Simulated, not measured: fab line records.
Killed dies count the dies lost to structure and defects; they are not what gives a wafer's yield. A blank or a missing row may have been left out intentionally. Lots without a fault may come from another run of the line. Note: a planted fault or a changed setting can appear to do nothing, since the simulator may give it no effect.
A struck lot beside a sound one    flow nand harc    40 steps out of a route of 1159
Sound: wafers L958.1, L958.3, L958.6. Wafers struck: L957.2, L957.3, L957.6. At the end, the cause is stated.
For every step that has rows: the tool of each side, followed by ch and its chambers, followed by its first start. Under that, the readings that differ: sound wafers    struck wafers    difference of the means    sigmas: that difference in standard deviations of wafers without a fault.
alike: readings with means less than 2 such deviations apart, plus words and numbers identical on both sides. not compared: withheld readings, readings lacking a value on some wafer, bounds such as >300 that could conceal the same value, and numbers that have no deviation in the record and whose values overlap.
A row with sigmas, a row that says differs or no value, or rows on one side alone: a step with any of these is where the two part. When numbers do not overlap yet have no deviation, they are printed without sigmas and do not part them. A reading that every wafer of one side lacks parts them only if that side has two wafers or more.

first, 4 steps without rows for these wafers: NHARC_A_SGD_CUT_PRECLEAN_18 (cleans in SC1); NHARC_A_SGD_CUT_SRD_19; NHARC_A_SGD_CUT_DEP_20 (deposits SiO2, target thk 150 nm); NHARC_A_SGD_CUT_ANNEAL_27 (time 1800 s).
NHARC_A_SGD_CUT_CMP_21: polishes, target thk 148.19 nm.
  sound on cmp-03 ch 0,1,3, day 16 16:50; struck on cmp-01 ch 0,3, day 16 05:59
  alike: motor current A, time to endpoint s
NHARC_A_SGD_CUT_THK_MEAS_22: measures by ellipsometry.
  sound: film metro-02 at day 16 17:04; struck: film metro-02 at day 16 06:15
  alike: thk nm
then, 3 steps without rows for these wafers: NHARC_A_SGD_CUT_SRD_23; NHARC_A_SGD_CUT_ETCH_26 (etches SiO2 in dHF, target depth 45.8 nm); NHARC_A_SGD_CUT_ETCHBACK_24 (etches the open film in CH3F/O2, target depth 50 nm, time 92.857 s).
NHARC_A_SGD_CUT_STRIP_28: strips in O2, time 20 s.
  sound: rie diel-10 ch 0,1,2; struck: rie diel-09 ch 0,1,2
  alike: drypump motor current A, o2 flow sccm, oes product au, rf vpp V, showerhead plenum p Torr, throttle valve pct
  not compared: rf hours counter h
NHARC_A_SGD_CUT_INSPECT_25:
  sound: defect inspect-01 at day 16 17:35; struck: defect inspect-02 at day 16 06:43
  alike: raw defect count
then, 1 step without rows for these wafers: NHARC_A_SLIT_DEP_25 (deposits SiO2, target thk 200 nm).
NHARC_A_SLIT_DEP_00: deposits aC, target thk 3200 nm.
  struck on acl dep-02, day 16 08:51; sound on acl dep-01 ch 0, day 16 18:57
  no value came back on the struck wafers for susceptor temp C (C), throttle valve pct (%); on the sound wafers susceptor temp C (C) reads 400.39 400.03 399.58
then, 9 steps without rows for these wafers: NHARC_A_SLIT_DEP_23 (deposits SiON, target thk 100 nm); NHARC_A_SLIT_DEHYDRATE_01 (time 120 s); NHARC_A_SLIT_HMDS_02 (time 30 s); NHARC_A_SLIT_COAT_03 (resist thk 90 nm); NHARC_A_SLIT_SOFTBAKE_04 (time 55 s); NHARC_A_SLIT_EBR_05; NHARC_A_SLIT_EXPOSE_06 (exposes mask SLIT); NHARC_A_SLIT_PEB_07 (peb time 65 s); NHARC_A_SLIT_DEVELOP_08 (develop time 35 s).
NHARC_A_SLIT_CD_MEAS_09 targets a cd of 300 nm.
  sound on cd sem-01 ch 0, day 16 21:32; struck on cd sem-02 ch 0, day 16 11:02
reading     sound              struck             difference  sigmas
cd nm (nm)  298.9 299.0 299.6  300.5 300.2 300.1  +1.1        +2
NHARC_A_SLIT_OVL_MEAS_10:
  sound: overlay-02 at day 16 21:37; struck: overlay-02 at day 16 11:08
reading            sound        struck          difference  sigmas
overlay x nm (nm)  1.6 2.3 2.0  -1.1 -0.6 -0.5  -2.7        -3
  alike: overlay y nm
NHARC_A_SLIT_INSPECT_11:
  sound: defect inspect-02 at day 16 21:40; struck: defect inspect-02 at day 16 11:10
  alike: raw defect count
NHARC_A_SLIT_DESCUM_14: chemistry O2, time 3 s.
  sound on rie diel-08 ch 1,2,3, day 16 21:44; struck on rie diel-12 ch 0,1,2, day 16 11:14
  alike: drypump motor current A, o2 flow sccm, oes product au, rf vpp V, showerhead plenum p Torr, throttle valve pct
  not compared: rf hours counter h
NHARC_A_SLIT_ETCH_24: etches the open film in CF4/CHF3, target depth 121 nm, time 60.5 s.
  sound on rie diel-08 ch 0,3, day 16 21:48; struck on rie diel-12 ch 0,2,3, day 16 11:19
  alike: drypump motor current A, oes product au, rf fwd power W, rf vpp V, showerhead plenum p Torr, throttle valve pct
  not compared: rf hours counter h
then, 4 steps without rows for these wafers: NHARC_A_SLIT_ETCH_15 (etches the open film in O2/COS, target depth 3200 nm, time 832 s); NHARC_A_SLIT_ETCH_17 (etches the open film in C4F8/O2/Ar, time 1687.5 s, target depth 10100 nm); NHARC_A_SLIT_ETCH_26 (etches the open film in C4F8/O2/Ar, time 90 s, target depth 400 nm); NHARC_A_SLIT_STRIP_28 (strips in O2/COS).
NHARC_A_SLIT_ETCH_29: etches the open film in CF4/O2, target depth 100 nm, overetch 10 nm, time 55 s.
  sound on rie diel-08 ch 1,3, day 17 03:11; struck on rie diel-08 ch 1,2,3, day 16 14:05
  alike: drypump motor current A, o2 flow sccm, oes product au, rf fwd power W, rf vpp V, showerhead plenum p Torr, throttle valve pct
  not compared: rf hours counter h
then, 3 steps without rows for these wafers: NHARC_A_SLIT_STRIP_18 (strips in O2); NHARC_A_SLIT_PRECLEAN_19 (cleans in SC1); NHARC_A_SLIT_SRD_20.
NHARC_A_SLIT_CD_MEAS_21:
  sound: cd sem-03 at day 17 03:43; struck: cd sem-03 at day 16 14:37
reading     sound              struck  difference                     sigmas
cd nm (nm)  290.0 289.5 289.8  - - -   no value on the struck wafers  
then, 3 steps without rows for these wafers: NHARC_A_SIN_REMOVE_WET_00 (chemistry H3PO4, time 15300 s); NHARC_A_SIN_REMOVE_PRECLEAN_01 (cleans in SC1); NHARC_A_SIN_REMOVE_SRD_02.
NHARC_A_SIN_REMOVE_INSPECT_04:
  sound: defect inspect-01 at day 17 11:28; struck: defect inspect-02 at day 16 22:29
reading           sound        struck          difference  sigmas
raw defect count  269 220 250  4619 4644 4469  +4331       +50
  not compared: hold

WHERE THEY PART
Last at NHARC_A_SIN_REMOVE_INSPECT_04 as far as this record goes, first at NHARC_A_SLIT_DEP_00.

WHY: what had been put in by the simulator
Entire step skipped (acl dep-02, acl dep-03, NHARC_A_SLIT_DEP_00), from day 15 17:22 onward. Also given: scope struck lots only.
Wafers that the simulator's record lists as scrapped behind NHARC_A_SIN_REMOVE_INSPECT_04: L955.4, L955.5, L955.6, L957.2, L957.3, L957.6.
